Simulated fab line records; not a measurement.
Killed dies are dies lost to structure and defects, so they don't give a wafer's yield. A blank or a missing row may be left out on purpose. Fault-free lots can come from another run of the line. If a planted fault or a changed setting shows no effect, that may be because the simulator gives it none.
Matching of chambers || flow n5Finfet || N5_HKMG_FIN_ALD_71 on aldMetal-04: 4 sister chambers
The step deposits TiN, target thk 1 nm, pulse time 1 s, purge time 3 s. 4 wafers are shown with their chamber, then 11 later ones without.

== WAFERS PAIRED WITH THEIR CHAMBERS ==
{"wafer": "L080.6", "chamber": 3, "heaterPowerW (W)": 801}
{"wafer": "L086.3", "chamber": 0, "heaterPowerW (W)": 966}
{"wafer": "L086.5", "chamber": 1, "heaterPowerW (W)": 843}
{"wafer": "L087.2", "chamber": 2, "heaterPowerW (W)": 1120}

== WAFERS WITH NO CHAMBER GIVEN ==
{"wafer": "L087.3", "heaterPowerW (W)": 832}
{"wafer": "L087.6", "heaterPowerW (W)": 946}
{"wafer": "L091.2", "heaterPowerW (W)": 870}
{"wafer": "L091.5", "heaterPowerW (W)": 908}
{"wafer": "L091.6", "heaterPowerW (W)": 1136}
{"wafer": "L094.1", "heaterPowerW (W)": 1136}
{"wafer": "L094.2", "heaterPowerW (W)": 943}
{"wafer": "L094.6", "heaterPowerW (W)": 872}
{"wafer": "L096.2", "heaterPowerW (W)": 964}
{"wafer": "L096.4", "heaterPowerW (W)": 879}
{"wafer": "L096.5", "heaterPowerW (W)": 1125}

== EACH ONE'S CHAMBER ==
{"wafer": "L087.3", "from the rows above": "can't be placed: 1 or 3", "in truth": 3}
{"wafer": "L087.6", "from the rows above": 0, "in truth": 0}
{"wafer": "L091.2", "from the rows above": "can't be placed: 1 or 3", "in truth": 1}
{"wafer": "L091.5", "from the rows above": "can't be placed: 0 or 1 or 3", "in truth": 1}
{"wafer": "L091.6", "from the rows above": 2, "in truth": 2}
{"wafer": "L094.1", "from the rows above": 2, "in truth": 2}
{"wafer": "L094.2", "from the rows above": 0, "in truth": 0}
{"wafer": "L094.6", "from the rows above": "can't be placed: 1 or 3", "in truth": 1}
{"wafer": "L096.2", "from the rows above": 0, "in truth": 0}
{"wafer": "L096.4", "from the rows above": "can't be placed: 1 or 3 or 0", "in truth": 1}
{"wafer": "L096.5", "from the rows above": 2, "in truth": 2}
Correct placement for 6 of the 11. Not placeable from these rows: 5 (in 5, the candidates include the true chamber). Wrongly placed: 0.
How it was worked out, from the rows above alone: a wafer's distance from a chamber is the root of the sum, over the readings, of the square of ((its reading less the chamber's mean) divided by the reading's scatter). If the next closest chamber is less than 2 further off than the closest, the wafer can't be placed; otherwise it belongs to the closest. For every chamber, the mean is computed from those of its wafers that are shown. The scatter (one wafer shown for each chamber): square how far every hidden wafer sits from the nearest shown wafer, average those squares and take the square root.
